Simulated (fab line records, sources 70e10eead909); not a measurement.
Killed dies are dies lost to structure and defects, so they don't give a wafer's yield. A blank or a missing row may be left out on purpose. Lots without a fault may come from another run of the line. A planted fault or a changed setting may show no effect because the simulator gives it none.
Chamber matching | flow nand_harc | NHARC_P_ZERO_WELL_DESCUM_39 on rie_diel-13: 4 sister chambers
The step chemistry O2, time 3 s. 8 wafers are shown with their chamber, then 12 later ones without.

WAFERS WITH THEIR CHAMBER
wafer  | chamber | showerhead_plenum_p_Torr (Torr) | drypump_motor_current_A (A)
L082.1 | 0       | 1.98                            | 5.4
L082.2 | 1       | 2.07                            | 5.4
L084.3 | 1       | 2.06                            | 5.4
L084.5 | 3       | 1.97                            | 6.3
L085.4 | 0       | 1.98                            | 5.3
L086.3 | 2       | 1.91                            | 5.7
L086.5 | 3       | 1.97                            | 6.3
L086.6 | 2       | 1.91                            | 5.7

WAFERS WITHOUT THEIR CHAMBER
wafer  | showerhead_plenum_p_Torr (Torr) | drypump_motor_current_A (A)
L088.1 | 1.98                            | 5.3
L088.5 | 1.98                            | 5.3
L088.6 | 1.97                            | 6.4
L089.3 | 1.97                            | 6.4
L089.4 | 1.98                            | 5.4
L089.5 | 1.97                            | 6.3
L092.1 | 1.90                            | 5.7
L092.3 | 2.05                            | 5.4
L092.6 | 1.97                            | 5.4
L093.1 | 2.05                            | 5.3
L093.2 | 1.97                            | 6.3
L093.4 | 1.90                            | 5.7

WHICH CHAMBER EACH WENT THROUGH
wafer  | from the rows above | in truth
L088.1 | 0                   | 0
L088.5 | 0                   | 0
L088.6 | 3                   | 3
L089.3 | 3                   | 3
L089.4 | 0                   | 0
L089.5 | 3                   | 3
L092.1 | 2                   | 2
L092.3 | 1                   | 1
L092.6 | 0                   | 0
L093.1 | 1                   | 1
L093.2 | 3                   | 3
L093.4 | 2                   | 2
Placed correctly: 12 of 12. Can't be placed from these rows: 0. Placed wrongly: 0.
How it was worked out, from the rows above alone: a wafer's distance from a chamber is the root of the sum, over the readings, of the square of ((its reading less the chamber's mean) divided by the reading's scatter). The wafer belongs to the nearest chamber; if the next one is less than 2 further off, it can't be placed. A chamber's mean is the mean of its shown wafers. The scatter: the root of (the sum of the squares of (reading less its chamber's mean) over the shown wafers, divided by (wafers less chambers)).
